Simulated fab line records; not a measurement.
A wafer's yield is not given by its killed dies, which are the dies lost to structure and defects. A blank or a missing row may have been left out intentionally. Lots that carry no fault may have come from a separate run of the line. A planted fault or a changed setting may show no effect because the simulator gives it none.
Matching of chambers    flow nand harc    rie diel-12 running NHARC_A_CONTACT_ETCH_30: 4 sister chambers
The step etches the open film in CF4/CHF3, target depth 72.6 nm, time 36.3 s. 4 wafers are shown with their chamber, then 9 later ones without.

WAFERS WITH THEIR CHAMBER
wafer   chamber  drypump motor current A (A)
L898.5  3        5.8
L899.5  2        5.2
L903.4  0        5.8
L903.5  1        6.3

WAFERS WHOSE CHAMBER IS MISSING
wafer   drypump motor current A (A)
L901.1  5.8
L901.2  5.8
L901.3  6.2
L902.2  5.8
L902.4  6.3
L902.5  5.8
L904.1  5.8
L904.5  5.8
L904.6  6.3

CHAMBER TAKEN BY EACH
wafer   from the rows above      in truth
L901.1  can't be placed: 0 or 3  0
L901.2  can't be placed: 0 or 3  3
L901.3  1                        1
L902.2  can't be placed: 0 or 3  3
L902.4  1                        1
L902.5  can't be placed: 0 or 3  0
L904.1  can't be placed: 0 or 3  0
L904.5  can't be placed: 0 or 3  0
L904.6  1                        1
Correct placement for 3 of the 9. Cannot be placed on the basis of these rows: 6; the candidates contain the true chamber in 6. Placed wrongly: 0.
How it was worked out, from the rows above alone: a wafer's distance from a chamber is the root of the sum, over the readings, of the square of ((its reading less the chamber's mean) divided by the reading's scatter). The wafer belongs to the nearest chamber; if the next one is less than 2 further off, it can't be placed. For every chamber, the mean is computed from those of its wafers that are shown. The scatter (one wafer shown for each chamber): square how far every hidden wafer sits from the nearest shown wafer, average those squares and take the square root.
